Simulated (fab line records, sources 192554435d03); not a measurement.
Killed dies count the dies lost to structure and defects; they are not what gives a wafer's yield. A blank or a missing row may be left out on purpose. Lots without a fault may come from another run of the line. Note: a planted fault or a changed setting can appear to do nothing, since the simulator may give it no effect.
Problem report in the 8D (eight disciplines) form, filled by code + flow n5_finfet + the parts of the form that need people (team, actions taken, sign-off) are left out

1. PROBLEM STATEMENT
Mean of overpolish_run_s at N5_BEOL_M9_CMP_52: 5.856 s across 3 wafers in 2 lots; on wafers with no fault it is 7.001 s (standard deviation 0.0083). That is -99 or more standard deviations from the usual mean.
The step: polishes, stops on SiCOH lowk, t overpolish 7 s, target thk 140 nm.
The first sign was on wafer L282.5 at day 13 10:58, on cmp-03. The record holds 30 wafers of 10 lots with a number at this step. The rule behind "out" and "out of limits": a value lying over 4 standard deviations away from the usual mean. The rest of the wafers with a number are treated as sound.

2. WHAT IT IS, WHAT IT ISN'T
| question                    | is                                         | is not                                                                                       |
|-----------------------------|--------------------------------------------|----------------------------------------------------------------------------------------------|
| which readings at this step | overpolish_run_s, barrier_field_endpoint_s | motor_current_A                                                                              |
| which lots                  | L282, L283                                 | L270, L272, L276, L281, L290, L291, L292, L293                                               |
| which wafers of those lots  | L282.5, L283.3, L283.5                     | L282.1, L282.6, L283.2                                                                       |
| read on which tools         | cmp-01, cmp-03                             | cmp-02                                                                                       |
| when                        | from day 13 10:58                          | up to then (14 sound wafers); but 13 sound wafers of L283, L290, L291, L292, L293 came after |

3. SUSPECTS, AND WHAT RULES EACH OUT
Counting: if a tool at a process step up to the reading ran every lot that is out, it stays a suspect. Sound lots after the first of them don't rule it out here, since some wafers of a struck lot are sound.
- pecvd-03 at N5_BEOL_M9_PECVD_70 (deposits SiO2 from TEOS/O2, target thk 20 nm, time 22.7 s): kept. Every lot that is out went through it, the first being L282 (day 13 03:23); the last sound lot it ran before that was L281 (day 12 14:51).
- rie_diel-05 at N5_BEOL_M9_DESCUM_33 (chemistry O2, time 7 s): kept. It ran every lot that is out, first L282 (day 13 08:04).
Remaining after the count are pecvd-03 at N5_BEOL_M9_PECVD_70 and rie_diel-05 at N5_BEOL_M9_DESCUM_33.

4. THE CAUSE (what the simulator had put in)
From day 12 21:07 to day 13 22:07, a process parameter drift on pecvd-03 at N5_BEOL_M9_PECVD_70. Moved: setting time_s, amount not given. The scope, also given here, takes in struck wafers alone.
Counting leaves 2 suspects; this tool is one of them.

5. SEQUENCE OF EFFECTS, ordered by route
Each row: a reading whose mean over the struck wafers that have a number lies more than 3 standard deviations from the usual. Only readings whose record carries a usual standard deviation are examined. hours: median over the lots of the time between each lot's start at the first step of this table that gives one and its start at this step. sigmas: the change, counted in usual standard deviations.
| hours | step                    | reading                  | usual   | on struck wafers | change | sigmas      |
|-------|-------------------------|--------------------------|---------|------------------|--------|-------------|
| 0     | N5_BEOL_M9_CMP_52       | barrier_field_endpoint_s | 28.8 s  | 41.2             | +12.4  | +19         |
| 0     | N5_BEOL_M9_CMP_52       | overpolish_run_s         | 7.001 s | 5.856            | -1.145 | -99 or more |
| 54    | N5_PASSIVATION_PROBE_49 | killed_at_M4_up          | 14      | 35               | +21    | +3.8        |
It contains these process steps:
- N5_BEOL_M9_CMP_52: polishes, stops on SiCOH lowk, t overpolish 7 s, target thk 140 nm.
- N5_PASSIVATION_PROBE_49

6. WHAT WOULD HAVE CAUGHT IT SOONER
In this record the first reading out of limits was taken at day 13 10:58, 14 hours after the fault began at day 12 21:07.
Of the tool readings at N5_BEOL_M9_PECVD_70 for which the record gives a usual standard deviation, none was out on any struck wafer, so an alarm limit of 4 standard deviations on them would not have fired.
All the lots that are out (2) had begun N5_BEOL_M9_PECVD_70 on pecvd-03 by day 13 10:58. A hold on the tool at that time would have spared none of them.
